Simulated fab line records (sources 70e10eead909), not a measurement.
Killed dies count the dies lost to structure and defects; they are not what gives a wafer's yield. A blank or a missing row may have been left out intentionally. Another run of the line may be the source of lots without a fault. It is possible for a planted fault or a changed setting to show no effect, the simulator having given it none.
Problem report in the 8D (eight disciplines) form, filled by code + flow nandHarc + the parts of the form that need people (team, actions taken, sign-off) are left out

## 1. THE PROBLEM
At NHARC_A_CHANNEL_FILL_D1_ETCHBACK_08, runLengthS averages 91.0 s over 2 wafers from 2 lots, while fault-free wafers read 131.2 s, standard deviation 0.38. That is -99 or more standard deviations from the usual mean.
The step: etches the open film in C4F8, target depth 220 nm, time 110 s.
Earliest sighting: wafer L112.1 on rieDiel-03 at day 12 13:59. The record holds 33 wafers of 11 lots with a number at this step. Rule for "out" (also "out of limits"): further than 4 standard deviations from the usual mean. Any other wafer with a number is counted as sound.

## 2. WHAT IT IS AND WHAT IT IS NOT
| question                    | is                | is not                                                                                                        |
|-----------------------------|-------------------|---------------------------------------------------------------------------------------------------------------|
| which readings at this step | runLengthS        | oesProductAu, rfVppV                                                                                          |
| which lots                  | L112, L116        | L106, L111, L115, L118, L120, L123, L124, L128, L129                                                          |
| which wafers of those lots  | L112.1, L116.1    | L112.2, L112.4, L116.3, L116.5                                                                                |
| read on which tools         | rieDiel-03        | rieDiel-04, rieDiel-07                                                                                        |
| when                        | from day 12 13:59 | up to then (8 sound wafers); but 23 sound wafers of L115, L116, L118, L120, L123, L124, L128, L129 came after |

## 3. WHAT RULES OUT EACH SUSPECT
Counting: if a tool at a process step up to the reading ran every lot that is out, it stays a suspect. Sound lots after the first of them don't rule it out here, since some wafers of a struck lot are sound.
- rieDiel-10 at NHARC_A_CHANNEL_HOLE_D1_STRIP_27 (strips in O2): kept. Ran every lot that is out, first one L112 (day 12 13:59); last sound lot up to then L111 (day 11 09:26). NHARC_A_CHANNEL_HOLE_D1_STRIP_27: start missing for some lots; hours and lot order therefore follow NHARC_A_CHANNEL_FILL_D1_ETCHBACK_08.
- rieDiel-03 at NHARC_A_CHANNEL_FILL_D1_ETCHBACK_08 (etches the open film in C4F8, target depth 220 nm, time 110 s): kept. Ran every lot that is out, first one L112 (day 12 13:59); last sound lot up to then L111 (day 11 09:26). Its own runLengthS readings are out on those wafers.
- At NHARC_A_CHANNEL_HOLE_D1_STRIP_27, inside rieDiel-10: chamber 1 took the wafers that are out, while their sound lot-mates went through chambers 0, 3.
- At NHARC_A_CHANNEL_FILL_D1_ETCHBACK_08, inside rieDiel-03: chamber 1 took the wafers that are out, while their sound lot-mates went through chambers 0, 2, 3.
After counting, rieDiel-10 at NHARC_A_CHANNEL_HOLE_D1_STRIP_27 and rieDiel-03 at NHARC_A_CHANNEL_FILL_D1_ETCHBACK_08 remain.

## 4. THE CAUSE (what the simulator had put in)
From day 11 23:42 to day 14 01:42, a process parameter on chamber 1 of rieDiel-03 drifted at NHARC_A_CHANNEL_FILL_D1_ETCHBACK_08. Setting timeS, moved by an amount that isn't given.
2 suspects survive the count, and this tool is in that group.

## 5. SEQUENCE OF EFFECTS, ordered by route
Rows list readings where the struck wafers' mean (over those with a number) sits beyond 3 standard deviations from the usual. Only readings whose record carries a usual standard deviation are examined. hours: median over the lots of the time between each lot's start at the first step of this table that gives one and its start at this step. sigmas: the change, counted in usual standard deviations.
| hours | step                                | reading    | usual   | on struck wafers | change | sigmas      |
|-------|-------------------------------------|------------|---------|------------------|--------|-------------|
| 0     | NHARC_A_CHANNEL_FILL_D1_ETCHBACK_08 | runLengthS | 131.2 s | 91.0             | -40.2  | -99 or more |
Process steps it contains:
- NHARC_A_CHANNEL_FILL_D1_ETCHBACK_08: etches the open film in C4F8, target depth 220 nm, time 110 s.
Readings that are blank on the struck wafers while sound wafers have them: rfFwdPowerW at NHARC_A_CHANNEL_FILL_D1_ETCHBACK_08.
Later measuring or inspecting steps at which every struck wafer that the step has a row for has a number for every such reading, and none has moved that far: NHARC_END_SORT_01.

## 6. WHAT WOULD HAVE CAUGHT IT SOONER
14 hours passed between the start of the fault at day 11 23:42 and the first reading out of limits in this record, taken at day 12 13:59.
